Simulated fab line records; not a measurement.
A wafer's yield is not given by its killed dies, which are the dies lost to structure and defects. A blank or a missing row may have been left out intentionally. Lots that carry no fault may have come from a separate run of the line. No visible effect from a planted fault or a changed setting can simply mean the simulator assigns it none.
Chamber matching || flow n5Finfet || N5_HKMG_FIN_ETCH_67 on rieDiel-06 has 4 sister chambers
The step etches SOC in N2/H2, stops on TiN, target depth 388.9 nm. 8 wafers are shown with their chamber, then 7 later ones without.

## WAFERS, EACH WITH ITS CHAMBER
{"wafer": "L082.4", "chamber": 0, "throttleValvePct (%)": 17.40, "showerheadPlenumPTorr (Torr)": 2.45}
{"wafer": "L084.5", "chamber": 0, "throttleValvePct (%)": 17.42, "showerheadPlenumPTorr (Torr)": 2.44}
{"wafer": "L084.6", "chamber": 3, "throttleValvePct (%)": 18.14, "showerheadPlenumPTorr (Torr)": 2.51}
{"wafer": "L086.2", "chamber": 2, "throttleValvePct (%)": 17.99, "showerheadPlenumPTorr (Torr)": 2.60}
{"wafer": "L086.3", "chamber": 1, "throttleValvePct (%)": 17.88, "showerheadPlenumPTorr (Torr)": 2.50}
{"wafer": "L086.6", "chamber": 3, "throttleValvePct (%)": 18.15, "showerheadPlenumPTorr (Torr)": 2.51}
{"wafer": "L095.4", "chamber": 2, "throttleValvePct (%)": 18.02, "showerheadPlenumPTorr (Torr)": 2.59}
{"wafer": "L095.5", "chamber": 1, "throttleValvePct (%)": 17.95, "showerheadPlenumPTorr (Torr)": 2.49}

## WAFERS WITH NO CHAMBER GIVEN
{"wafer": "L095.6", "throttleValvePct (%)": 18.03, "showerheadPlenumPTorr (Torr)": 2.59}
{"wafer": "L096.1", "throttleValvePct (%)": 18.05, "showerheadPlenumPTorr (Torr)": 2.59}
{"wafer": "L096.2", "throttleValvePct (%)": 18.19, "showerheadPlenumPTorr (Torr)": 2.50}
{"wafer": "L096.3", "throttleValvePct (%)": 17.46, "showerheadPlenumPTorr (Torr)": 2.44}
{"wafer": "L096.4", "throttleValvePct (%)": 17.93, "showerheadPlenumPTorr (Torr)": 2.49}
{"wafer": "L096.5", "throttleValvePct (%)": 18.04, "showerheadPlenumPTorr (Torr)": 2.59}
{"wafer": "L096.6", "throttleValvePct (%)": 18.18, "showerheadPlenumPTorr (Torr)": 2.50}

## EACH ONE'S CHAMBER
{"wafer": "L095.6", "from the rows above": 2, "in truth": 2}
{"wafer": "L096.1", "from the rows above": 2, "in truth": 2}
{"wafer": "L096.2", "from the rows above": 3, "in truth": 3}
{"wafer": "L096.3", "from the rows above": 0, "in truth": 0}
{"wafer": "L096.4", "from the rows above": 1, "in truth": 1}
{"wafer": "L096.5", "from the rows above": 2, "in truth": 2}
{"wafer": "L096.6", "from the rows above": 3, "in truth": 3}
Correct placement for 7 of the 7. Can't be placed from these rows: 0. 0 placed wrongly.
How it was worked out, from the rows above alone: a wafer's distance from a chamber is the root of the sum, over the readings, of the square of ((its reading less the chamber's mean) divided by the reading's scatter). If the next closest chamber is less than 2 further off than the closest, the wafer can't be placed; otherwise it belongs to the closest. For every chamber, the mean is computed from those of its wafers that are shown. The scatter: the root of (the sum of the squares of (reading less its chamber's mean) over the shown wafers, divided by (wafers less chambers)).
